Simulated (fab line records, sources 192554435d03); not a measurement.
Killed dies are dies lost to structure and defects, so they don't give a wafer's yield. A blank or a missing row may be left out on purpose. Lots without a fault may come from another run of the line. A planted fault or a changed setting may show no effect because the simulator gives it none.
Chamber matching | flow n5_finfet | N5_BEOL_M7_ALD_77 on ald_metal-03: 4 sister chambers
The step deposits TaN, target thk 2 nm, pulse time 2 s, purge time 3 s. 20 wafers are shown with their chamber, then 10 later ones without.

WAFERS WITH THEIR CHAMBER
wafer  | chamber | heater_power_w (W) | heater_power_outer_w (W) | precursor_vessel_temp_c (C)
L078.1 | 0       | 377                | 218                      | 75.37
L078.2 | 3       | 327                | 180                      | 74.98
L078.5 | 0       | 379                | 210                      | 75.07
L083.2 | 0       | 382                | 215                      | 75.25
L083.5 | 0       | 374                | 213                      | 74.97
L083.6 | 3       | 329                | 184                      | 75.11
L081.1 | 1       | 430                | 225                      | 75.03
L081.5 | 0       | 382                | 216                      | 74.95
L081.6 | 1       | 425                | 223                      | 74.80
L085.1 | 1       | 429                | 227                      | 75.15
L085.4 | 0       | 379                | 211                      | 75.07
L085.6 | 2       | 477                | 263                      | 75.17
L087.1 | 0       | 381                | 211                      | 74.99
L087.4 | 2       | 476                | 266                      | 74.99
L087.5 | 2       | 480                | 261                      | 74.95
L090.1 | 2       | 478                | 263                      | 74.87
L090.2 | 0       | 374                | 213                      | 75.25
L090.5 | 3       | 335                | 182                      | 74.84
L092.2 | 2       | 485                | 264                      | 74.98
L092.3 | 1       | 416                | 231                      | 75.16

SIGNATURES (means of the wafers above)
reading                 | chamber 0 | chamber 1 | chamber 2 | chamber 3 | scatter within a chamber
heater_power_w          | 378.50    | 425.00    | 479.20    | 330.33    | 4.19
heater_power_outer_w    | 213.38    | 226.50    | 263.40    | 182.00    | 2.62
precursor_vessel_temp_c | 75.1150   | 75.0350   | 74.9920   | 74.9767   | 0.145
Rule: a wafer's distance from a chamber is the root of the sum, over the readings, of the square of ((its reading less the chamber's mean) divided by the reading's scatter). The wafer belongs to the nearest chamber; if the next one is less than 2 further off, it can't be placed. The scatter: the root of (the sum of the squares of (reading less its chamber's mean) over the shown wafers, divided by (wafers less chambers)).

WAFERS WITHOUT THEIR CHAMBER
wafer  | heater_power_w (W) | heater_power_outer_w (W) | precursor_vessel_temp_c (C)
L092.4 | 329                | 183                      | 75.02
L093.1 | 474                | 263                      | 74.93
L093.3 | 336                | 181                      | 75.14
L093.6 | 329                | 178                      | 75.01
L095.1 | 326                | 177                      | 75.08
L095.3 | 473                | 262                      | 74.96
L095.4 | 385                | 210                      | 74.95
L096.1 | 373                | 209                      | 74.96
L096.3 | 486                | 265                      | 74.97
L096.5 | 477                | 258                      | 75.05

WHICH CHAMBER EACH WENT THROUGH
wafer  | from the rows above | in truth
L092.4 | 3                   | 3
L093.1 | 2                   | 2
L093.3 | 3                   | 3
L093.6 | 3                   | 3
L095.1 | 3                   | 3
L095.3 | 2                   | 2
L095.4 | 0                   | 0
L096.1 | 0                   | 0
L096.3 | 2                   | 2
L096.5 | 2                   | 2
Placed correctly: 10 of 10. Can't be placed from these rows: 0. Placed wrongly: 0.
